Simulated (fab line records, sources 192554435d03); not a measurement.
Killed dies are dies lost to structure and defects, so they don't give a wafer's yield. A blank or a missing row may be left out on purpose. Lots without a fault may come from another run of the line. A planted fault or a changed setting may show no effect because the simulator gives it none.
fab line records | flow n5_finfet
record lots=6 wafers=18 last_day=17
route steps=1938 shown BEOL_M10@1521 PASSIVATION@1936
lots that met no fault: from a run of the same line without faults
start_h: hours from the record's first day to the start of the lot's first wafer shown | wait_h: hours since the lot's step before | " the same as in the row above | L1.1+2: a row that stands for several wafers | - no value, or no start given | * or withheld: withheld | < > ~ a bound
route shown NAME@n: a module of which the file shows steps, and the number in the route of the first | usual: mean/standard deviation of fault-free wafers | same: alike in all rows | chamber/n: place in a boat | sites: the reading at each site | _std_site: their standard deviation | _edge_site: outer sites' mean less inner sites' | radius_mm: how far each site lies from the wafer's centre | mask NAME#n: copy n | behind: the tool/chamber that last shaped the wafer | hold: why the lot was held/for how many hours/how that ended | device: the transistor (n, p or np) that didn't switch | end of line: the same wafers' tests at the end of the route | a step without rows: its recipe alone | killed: dies lost to structure and defects at the first sort, not the wafer's yield | map: a wafer's dies, x killed, . not, _ none there
set.NAME: the setting as run; set.NAME@STEP: as run at that earlier step | model.NAME: the simulator's own value behind a step, which no gauge read
lots at some steps of the route; a table a step, a row a wafer
services: from which hour (start_h, from the record's first day; less than 0 if before it) a tool's chamber was out of use, for how many hours, and why
## steps
# step N5_BEOL_M10_CURE_72
# recipe temp_c=370 time_s=120 ambient=DMADMS/He material=SiCOH_lowk
# usual lamp_power_pct=52.31/0.061 wafer_temp_C_max=372.1/0.58
# columns lot.wafer tool chamber start_h wait_h lamp_power_pct wafer_temp_C_max
L419.1 uv_cure-02 0 235.22 0.0 52.41 371.7
L419.3 " 0 " " 52.31 372.2
L419.4 " 0 " " 52.34 372.1
L422.2 uv_cure-03 1 251.22 0.4 52.27 371.7
L422.3 " 1 " " 52.21 371.6
L422.6 " 1 " " 52.39 371.9
L434.1 uv_cure-01 1 315.74 0.0 52.32 373.5
L434.3 " 1 " " 52.31 373.0
L434.5 " 1 " " 52.15 372.3
L435.1 uv_cure-01 1 317.34 0.2 52.25 372.7
L435.4 " 1 " " 52.32 372.7
L435.5 " 1 " " 52.22 372.6
L437.1 uv_cure-02 1 327.10 0.0 52.33 372.6
L437.3 " 1 " " 52.28 372.4
L437.6 " 1 " " 52.37 372.2
L442.4 uv_cure-03 2 365.99 0.2 52.31 372.1
L442.5 " 2 " " 52.35 372.3
L442.6 " 2 " " 52.26 372.1
# step N5_BEOL_M10_DEGAS_44
# recipe ambient=vacuum temp_c=250 time_s=60
# usual heater_power_w=326/37
# columns lot.wafer tool chamber start_h wait_h heater_power_w
L419.1 pvd_sputter-02 - 235.93 0.7 342
L419.3 " - " " 295
L419.4 " - " " 323
L422.2 pvd_sputter-02 - 251.49 0.2 324
L422.3 " - " " 342
L422.6 " - " " 341
L434.1 pvd_sputter-02 - 316.91 1.1 325
L434.3 " - " " 320
L434.5 " - " " 316
L435.1 pvd_sputter-03 - 317.67 0.3 423
L435.4 " - " " 383
L435.5 " - " " 378
L437.1 pvd_sputter-01 - 327.50 0.3 293
L437.3 " - " " 367
L437.6 " - " " 374
L442.4 pvd_sputter-02 - 366.29 0.2 328
L442.5 " - " " 286
L442.6 " - " " 326
# step N5_BEOL_M10_PRE_CLEAN_45
# recipe gas=H2/He time_s=30 temp_c=250
# usual heater_power_w=326/35
# columns lot.wafer tool chamber start_h wait_h heater_power_w
L419.1 pvd_sputter-02 - 235.97 0.0 344
L419.3 " - " " 279
L419.4 " - " " 309
L422.2 pvd_sputter-02 - 251.53 0.0 320
L422.3 " - " " 340
L422.6 " - " " 330
L434.1 pvd_sputter-02 - 316.95 0.0 320
L434.3 " - " " 332
L434.5 " - " " 319
L435.1 pvd_sputter-03 - 317.71 0.0 400
L435.4 " - " " 364
L435.5 " - " " 369
L437.1 pvd_sputter-01 - 327.54 0.0 291
L437.3 " - " " 377
L437.6 " - " " 371
L442.4 pvd_sputter-02 - 366.33 0.0 317
L442.5 " - " " 285
L442.6 " - " " 321
# step N5_BEOL_M10_ALD_74
# recipe material=TaN target_thk_a=20 temp_c=275 ald_precursor_family=PDMAT ald_co_reactant=NH3 pressure_torr=3 carrier_flow_sccm=1500 pulse_time_s=2 purge_time_s=3 co_reactant_purge_time_s=2 co_reactant_pulse_time_s=3 ald_cycles=40 precursor_vessel_temp_c=75 precursor_vessel_pressure_torr=26.25 precursor_vessel_carrier_sccm=1000
# step N5_BEOL_M10_SURFACE_TREAT_76
# recipe gas=Ar time_s=* ion_energy_ev=* ion_current_ma_cm2=0.5 pressure_mtorr=* ar_flow_sccm=30
# step N5_BEOL_M10_CVD_75
# recipe material=Co target_thk_a=20 temp_c=withheld precursor=CCTBA/H2 pressure_torr=30 time_s=138.9
# step N5_BEOL_M10_SPUTTER_48
# recipe material=Cu target_thk_a=120 temp_c=-20 bias_v=60 power_w=26000 chamber_pressure_pa=0.13 time_s=2
# step N5_BEOL_M10_ECD_50
# recipe material=Cu target_thk_a=3180
# step N5_BEOL_M10_ANNEAL_51
# recipe temp_c=225 time_s=90 ambient=N2
# usual anneal_temp_c=225.01/0.18 wafer_temp_C_max=226.31/0.28
# columns lot.wafer tool chamber start_h wait_h anneal_temp_c wafer_temp_C_max
L419.1 rtp_anneal-01 0 236.84 0.1 225.20 226.66
L419.3 " 0 " " 225.04 226.27
L419.4 " 0 " " 224.99 226.25
L422.2 rtp_anneal-02 0 252.54 0.3 225.01 226.18
L422.3 " 0 " " 225.11 226.18
L422.6 " 0 " " 225.25 226.63
L434.1 rtp_anneal-01 0 318.04 0.3 224.80 226.13
L434.3 " 0 " " 225.11 226.46
L434.5 " 0 " " 224.91 226.29
L435.1 rtp_anneal-01 0 318.98 0.3 225.11 225.96
L435.4 " 0 " " 225.31 226.53
L435.5 " 0 " " 225.37 226.02
L437.1 rtp_anneal-01 0 328.63 0.2 224.91 226.48
L437.3 " 0 " " 224.87 226.04
L437.6 " 0 " " 224.82 226.17
L442.4 rtp_anneal-01 0 367.63 0.2 225.47 226.32
L442.5 " 0 " " 225.44 226.06
L442.6 " 0 " " 225.36 226.18
# step N5_BEOL_M10_CMP_52
# recipe stop_on=SiCOH_lowk t_overpolish_s=7 down_force_psi=1 platen_rpm=50 clearing_platen_down_force_psi=1.5 clearing_platen_rpm=50 post_cmp_clean=cu_alkaline target_thk_nm=140 clearing_platen_pad_velocity_m_s=0.99484 pad_velocity_m_s=0.99484
# usual barrier_field_endpoint_s=28.8/0.91 motor_current_A=6.3/0.79 overpolish_run_s=7.000/0.0089 pad_life_wafers=986/700 time_to_endpoint_s=66/4.1
# columns lot.wafer tool chamber start_h wait_h barrier_field_endpoint_s motor_current_A overpolish_run_s pad_life_wafers time_to_endpoint_s
L419.1 cmp-03 0 237.18 0.3 28.2 6.5 6.999 1651 64
L419.4 " 1 " " 28.6 5.4 7.002 1652 66
L419.3 " 2 " " 29.9 5.8 6.995 1653 70
L422.3 cmp-01 3 252.79 0.2 30.0 6.3 6.993 402 74
L422.2 " 2 " " 27.9 6.3 6.998 405 68
L422.6 " 0 " " 27.7 5.1 6.994 - 60
L434.3 cmp-02 3 318.37 0.2 27.4 5.9 6.991 277 60
L434.1 " 0 " " 28.2 7.1 7.012 278 68
L434.5 " 3 " " 27.7 5.8 6.993 - 65
L435.4 cmp-03 2 319.55 0.2 30.3 5.8 6.986 150 70
L435.1 " 3 " " 28.2 7.9 7.004 151 64
L435.5 " 3 " " 29.8 7.6 7.017 - 65
L437.3 cmp-01 2 328.92 0.2 29.5 7.1 6.995 1044 69
L437.1 " 3 " " 29.9 6.6 6.993 1045 68
L437.6 " 2 " " 29.9 6.4 7.004 - 65
L442.4 cmp-01 3 367.91 0.2 30.8 6.3 7.006 1365 71
L442.6 " 0 " " 27.5 5.6 6.993 - 61
L442.5 " 1 " " 27.8 6.8 6.991 - 64
# step N5_BEOL_M10_THK_MEAS_53
# recipe thk_meas_gauge=xrf reads=Cu_of_BEOL_M10_ECD_50
# usual M10_THK=142.6/3
# columns lot.wafer tool chamber start_h wait_h M10_THK[nm]
L419.1 film_metro-02 - 237.43 - 143.0
L419.3 " - " " 142.0
L419.4 " - " " 145.5
L422.2 film_metro-02 - 253.09 - 140.5
L422.3 " - " " 145.7
L422.6 " - " " 142.5
L434.1 film_metro-02 - 318.63 - 143.0
L434.3 " - " " 144.4
L434.5 " - " " 146.1
L435.1 film_metro-02 - 319.84 - 138.7
L435.4 " - " " 136.8
L435.5 " - " " 136.3
L437.1 film_metro-01 - 329.22 - 143.5
L437.3 " - " " 139.3
L437.6 " - " " 139.7
L442.4 film_metro-02 - 368.09 - 143.3
L442.5 " - " " 139.9
L442.6 " - " " 142.7
# step N5_BEOL_M10_PRE_CLEAN_55
# recipe gas=NH3 time_s=15 temp_c=withheld rf_power_w=300
# step N5_BEOL_M10_DEP_56
# recipe material=SiCN target_thk_a=150 temp_c=withheld precursor=3MS/NH3 pressure_torr=3 rf_w=202 time_s=26.5
# usual showerhead_plenum_p_Torr=3.657/0.018 throttle_valve_pct=9.1/0.56
# columns lot.wafer tool chamber start_h wait_h showerhead_plenum_p_Torr throttle_valve_pct model.SiCN_of_BEOL_M10_DEP_56.thk_nm
L419.1 pecvd-04 2 237.49 0.0 3.647 8.9 15
L419.3 " 0 " " 3.649 9.9 14.8
L419.4 " 2 " " 3.659 8.7 15
L422.2 pecvd-01 0 253.15 0.0 3.666 8.7 15
L422.3 " 2 " " 3.649 8.3 15
L422.6 " 1 " " 3.646 9.1 15
L434.1 pecvd-01 2 318.69 0.0 3.650 8.3 11.8
L434.3 " 0 " " 3.655 8.8 11.8
L434.5 " 1 " " 3.652 9.0 11.6
L435.1 pecvd-01 2 319.90 0.0 3.652 8.6 11.4
L435.4 " 0 " " 3.653 9.0 11.6
L435.5 " 1 " " 3.647 9.2 11.4
L437.1 pecvd-02 1 329.28 0.0 3.660 8.9 14.8
L437.3 " 0 " " 3.672 9.6 15
L437.6 " 1 " " 3.663 9.0 15.2
L442.4 pecvd-02 1 368.17 0.0 3.654 8.9 15
L442.5 " 0 " " 3.666 9.8 15.2
L442.6 " 2 " " 3.625 8.6 15
# step N5_BEOL_M10_RS_MEAS_57
# recipe thk_meas_gauge=four-point-probe reads=Cu_of_BEOL_M10_ECD_50+Co_of_BEOL_M10_CVD_75+TaN_of_BEOL_M10_ALD_74
# usual M10_RS=0.151/0.0032
# columns lot.wafer tool chamber start_h wait_h M10_RS[ohm/sq]
L419.1 film_metro-01 - 237.57 0.1 0.152
L419.3 " - " " 0.152
L419.4 " - " " 0.148
L422.2 film_metro-02 - 253.22 0.1 0.153
L422.3 " - " " 0.147
L422.6 " - " " 0.150
L434.1 film_metro-02 - 318.77 0.1 0.152
L434.3 " - " " 0.150
L434.5 " - " " 0.148
L435.1 film_metro-02 - 319.98 0.1 0.153
L435.4 " - " " 0.156
L435.5 " - " " 0.156
L437.1 film_metro-01 - 329.35 0.1 0.150
L437.3 " - " " 0.155
L437.6 " - " " 0.154
L442.4 film_metro-01 - 368.23 0.0 0.150
L442.5 " - " " 0.153
L442.6 " - " " 0.151
# step N5_PASSIVATION_PROBE_49
# usual defect_limited_yield=91.1/1.4 killed_at_M0_to_M3=36/9.9 killed_at_M4_up=13/5.8 killed_at_contacts=14/5.9 killed_at_front_end=39/11 killed_at_other=3.4/2.9 killed_dies=105/17 killed_open=70/13 killed_short=34/7.3 sort_bin_5_function=5.3/1 sort_bin_6_memory=3.3/0.62 sort_n_pass=1075/17 sort_yield_pct=91.1/1.4
# same gross_dies=1180 killed_at_back_side=0 sort_bin_4_leakage[%]=0 sort_bin_8_speed[%]=0
# columns lot.wafer tool chamber start_h wait_h defect_limited_yield[%] killed_at_M0_to_M3 killed_at_M4_up killed_at_contacts killed_at_front_end killed_at_other killed_dies killed_open killed_short sort_bin_5_function[%] sort_bin_6_memory[%] sort_n_pass sort_yield_pct[%]
L419.1 prober-02 - 292.01 0.0 90.7 31 22 11 43 3 110 75 35 5.5 3.6 1070 90.7
L419.3 prober-02 - 292.11 0.1 91.6 23 21 9 43 3 99 69 28 4.3 4.0 1081 91.6
L419.4 prober-02 - 292.16 0.2 89.7 46 15 16 44 1 122 75 39 5.3 4.1 1058 89.7
L422.2 prober-01 - 297.37 0.1 89.9 33 13 19 51 3 119 81 38 5.8 3.7 1061 89.9
L422.3 prober-01 - 297.42 0.1 91.2 34 9 12 44 5 104 70 34 5.3 3.4 1076 91.2
L422.6 prober-01 - 297.57 0.3 91.0 48 5 12 40 1 106 70 36 5.6 3.4 1074 91.0
L434.1 prober-01 - 363.18 0.0 92.9 28 6 8 34 8 84 56 28 4.2 2.7 1096 92.9
L434.3 prober-01 - 363.28 0.1 89.6 47 5 17 51 3 123 86 37 6.0 4.1 1057 89.6
L434.5 prober-01 - 363.38 0.2 93.5 24 8 14 30 1 77 54 23 4.0 2.2 1103 93.5
L435.1 prober-01 - 379.08 0.0 89.7 42 14 26 33 6 121 88 29 5.7 4.3 1059 89.7
L435.4 prober-01 - 379.23 0.2 89.0 42 23 15 49 1 130 87 42 6.7 3.9 1050 89.0
L435.5 prober-01 - 379.28 0.2 90.5 43 15 24 28 2 112 69 43 5.0 4.1 1068 90.5
L437.1 prober-01 - 390.65 0.0 92.5 38 9 3 37 2 89 53 34 4.6 2.6 1091 92.5
L437.3 prober-01 - 390.75 0.1 91.0 31 15 8 51 1 106 62 43 5.7 2.8 1074 91.0
L437.6 prober-01 - 390.90 0.3 90.2 32 13 11 59 1 116 75 41 5.6 3.6 1064 90.2
L442.4 prober-02 - 414.24 0.2 89.5 44 8 14 50 8 124 80 44 5.7 4.6 1056 89.5
L442.5 prober-02 - 414.29 0.2 90.9 28 8 21 47 3 107 68 39 5.0 4.1 1073 90.9
L442.6 prober-02 - 414.34 0.3 92.5 31 6 9 36 6 88 56 32 4.2 3.1 1092 92.5
# killed by level:class
L419.1 FIN_SAQP:geometric_particle:open=14 BEOL_M0_SAQP:geometric_particle:open=10 FIN_SAQP:geometric_particle:short=9 BEOL_M4:geometric_particle:open=9 BEOL_M3:geometric_particle:open=9 BEOL_M0_SAQP:geometric_particle:short=8 MOL_CONTACT_COAG:geometric_particle:open=7 GATE_CUT:geometric_particle:short=5
L419.3 FIN_SAQP:geometric_particle:open=10 BEOL_M0_SAQP:geometric_particle:open=10 MOL_CONTACT_COAG:geometric_particle:open=8 BEOL_M0_SAQP:geometric_particle:short=7 DUMMY_GATE:geometric_particle:open=6 STI_FIN_REVEAL:geometric_particle:open=5 BEOL_M3:geometric_particle:open=5 BEOL_M4:geometric_particle:open=5
L419.4 BEOL_M0_SAQP:geometric_particle:open=18 MOL_CONTACT_COAG:geometric_particle:open=15 BEOL_M0_SAQP:geometric_particle:short=13 BEOL_M4:geometric_particle:open=8 HKMG_FIN:area_etch=7 FIN_SAQP:geometric_particle:short=6 STI_FIN_REVEAL:geometric_particle:open=5 BEOL_M3:geometric_particle:open=5
L422.2 MOL_CONTACT_COAG:geometric_particle:open=16 STI_FIN_REVEAL:geometric_particle:open=10 DUMMY_GATE:geometric_particle:open=7 BEOL_M2:geometric_particle:open=7 BEOL_M1:geometric_particle:open=7 FIN_SAQP:geometric_particle:short=6 BEOL_M0_SAQP:geometric_particle:open=5 BEOL_M1:geometric_particle:short=5
L422.3 STI_FIN_REVEAL:geometric_particle:open=10 MOL_CONTACT_COAG:geometric_particle:open=10 FIN_SAQP:geometric_particle:open=9 BEOL_M1:geometric_particle:open=7 BEOL_M2:geometric_particle:open=6 DUMMY_GATE:geometric_particle:open=5 GATE_CUT:geometric_particle:short=4 BEOL_M3:geometric_particle:open=4
L422.6 BEOL_M0_SAQP:geometric_particle:open=12 BEOL_M1:geometric_particle:open=12 BEOL_M0_SAQP:geometric_particle:short=9 FIN_SAQP:geometric_particle:short=8 STI_FIN_REVEAL:geometric_particle:open=8 MOL_CONTACT_COAG:geometric_particle:open=8 BEOL_M3:geometric_particle:open=7 FIN_SAQP:geometric_particle:open=4
L434.1 BEOL_M2:geometric_particle:open=12 STI_FIN_REVEAL:geometric_particle:open=5 DUMMY_GATE:geometric_particle:open=5 MOL_CONTACT_COAG:geometric_particle:open=5 BEOL_M0_SAQP:geometric_particle:open=5 BEOL_M1:geometric_particle:open=5 ILD0:geometric_particle:short=4 STARTING-WAFER:geometric_particle:open=4
L434.3 MOL_CONTACT_COAG:geometric_particle:open=15 STI_FIN_REVEAL:geometric_particle:open=14 BEOL_M0_SAQP:geometric_particle:open=12 BEOL_M0_SAQP:geometric_particle:short=12 DUMMY_GATE:geometric_particle:open=9 FIN_SAQP:geometric_particle:open=7 BEOL_M2:geometric_particle:open=6 BEOL_M0:geometric_particle:open=5
L434.5 MOL_CONTACT_COAG:geometric_particle:open=12 FIN_SAQP:geometric_particle:short=6 BEOL_M0_SAQP:geometric_particle:open=6 BEOL_M1:geometric_particle:open=6 STI_FIN_REVEAL:geometric_particle:open=5 BEOL_M0_SAQP:geometric_particle:short=5 FIN_SAQP:geometric_particle:open=4 DUMMY_GATE:geometric_particle:open=3
L435.1 MOL_CONTACT_COAG:geometric_particle:open=21 BEOL_M2:geometric_particle:open=14 STI_FIN_REVEAL:geometric_particle:open=9 BEOL_M1:geometric_particle:open=8 BEOL_M0_SAQP:geometric_particle:open=7 FIN_SAQP:geometric_particle:open=6 MOL_CONTACT_COAG:geometric_particle:short=5 BEOL_M4:geometric_particle:open=5
L435.4 FIN_SAQP:geometric_particle:short=13 MOL_CONTACT_COAG:geometric_particle:open=12 BEOL_M1:geometric_particle:open=11 STI_FIN_REVEAL:geometric_particle:open=9 BEOL_M5:geometric_particle:open=9 BEOL_M0_SAQP:geometric_particle:open=8 FIN_SAQP:geometric_particle:open=7 BEOL_M1:geometric_particle:short=6
L435.5 MOL_CONTACT_COAG:geometric_particle:open=17 BEOL_M0_SAQP:geometric_particle:short=12 STI_FIN_REVEAL:geometric_particle:open=8 MOL_CONTACT_COAG:geometric_particle:short=7 BEOL_M4:geometric_particle:open=7 BEOL_M0_SAQP:geometric_particle:open=6 BEOL_M1:geometric_particle:open=6 FIN_SAQP:geometric_particle:short=5
L437.1 BEOL_M0_SAQP:geometric_particle:open=13 FIN_SAQP:geometric_particle:short=9 DUMMY_GATE:geometric_particle:open=7 BEOL_M1:geometric_particle:open=7 BEOL_M0_SAQP:geometric_particle:short=6 FIN_SAQP:geometric_particle:open=5 STI_FIN_REVEAL:geometric_particle:open=5 BEOL_M2:geometric_particle:open=5
L437.3 FIN_SAQP:geometric_particle:short=14 STI_FIN_REVEAL:geometric_particle:open=10 MOL_CONTACT_COAG:geometric_particle:open=8 BEOL_M0_SAQP:geometric_particle:short=8 DUMMY_GATE:geometric_particle:open=6 BEOL_M1:geometric_particle:open=6 FIN_SAQP:geometric_particle:open=5 GATE_CUT:geometric_particle:short=5
L437.6 STI_FIN_REVEAL:geometric_particle:open=13 BEOL_M1:geometric_particle:open=10 FIN_SAQP:geometric_particle:short=8 MOL_CONTACT_COAG:geometric_particle:open=8 FIN_SAQP:geometric_particle:open=7 GATE_CUT:geometric_particle:open=7 BEOL_M0_SAQP:geometric_particle:open=7 GATE_CUT:geometric_particle:short=5
L442.4 MOL_CONTACT_COAG:geometric_particle:open=13 BEOL_M0_SAQP:geometric_particle:open=11 FIN_SAQP:geometric_particle:open=9 FIN_SAQP:geometric_particle:short=8 BEOL_M0:geometric_particle:open=8 BEOL_M0_SAQP:geometric_particle:short=7 BEOL_M2:geometric_particle:open=7 BEOL_M1:geometric_particle:open=6
L442.5 MOL_CONTACT_COAG:geometric_particle:open=14 FIN_SAQP:geometric_particle:open=9 FIN_SAQP:geometric_particle:short=7 BEOL_M0_SAQP:geometric_particle:short=7 MOL_CONTACT_COAG:geometric_particle:short=7 STI_FIN_REVEAL:geometric_particle:open=6 GATE_CUT:geometric_particle:open=5 GATE_CUT:geometric_particle:short=5
L442.6 STI_FIN_REVEAL:geometric_particle:open=12 BEOL_M0_SAQP:geometric_particle:short=9 BEOL_M0_SAQP:geometric_particle:open=9 MOL_CONTACT_COAG:geometric_particle:open=8 FIN_SAQP:geometric_particle:short=7 BEOL_M0:geometric_particle:open=5 PASS1_CAP:geometric_particle:open=4 FIN_SAQP:geometric_particle:open=3
## services
# columns tool chamber start_h hours kind
uv_cure-01 - 219.95 0.9 repair
pecvd-02 1 221.97 20.4 repair
pecvd-01 1 238.05 5.5 scheduled_down
cmp-02 - 243.74 0.9 repair
uv_cure-01 - 244.78 7.5 pm
cmp-01 - 248.64 0.6 repair
cmp-03 - 250.05 1.6 repair
cmp-01 - 251.86 0.9 repair
cmp-02 - 260.57 4.2 pm
cmp-01 - 270.30 3.7 repair
cmp-02 - 281.29 4.0 pm
cmp-03 - 293.91 4.0 pm
cmp-03 - 297.91 - consumable_replace:conditioner
uv_cure-02 - 299.33 7.5 pm
pecvd-04 - 303.32 1.0 repair
cmp-03 - 314.87 4.0 pm
pecvd-04 - 319.57 2.8 pm
cmp-01 - 333.27 0.5 repair
pecvd-01 1 339.57 4.3 repair
cmp-01 - 343.67 0.3 repair
cmp-02 - 349.15 2.3 repair
pecvd-01 - 349.86 0.8 pm
cmp-02 - 361.45 0.9 repair
uv_cure-01 - 367.76 1.3 repair
## key
first_sign none at tools or gauges
model_effect step=N5_BEOL_M10_DEP_56 value=SiCN_of_BEOL_M10_DEP_56.thk_nm without=15.03 struck=11.6
met_at N5_BEOL_M10_DEP_56
struck_wafers L434.1,L434.3,L434.5,L435.1,L435.4,L435.5
onset_between 253.15 318.69
also_fits N5_BEOL_M10_CURE_72:uv_cure-01
fault kind=process_parameter_drift tool=pecvd-01 chamber=- onset_h=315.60 steps=N5_BEOL_M10_DEP_56 channel=time_s offset=* shape=step end_h=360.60 acts_in=* stated=*
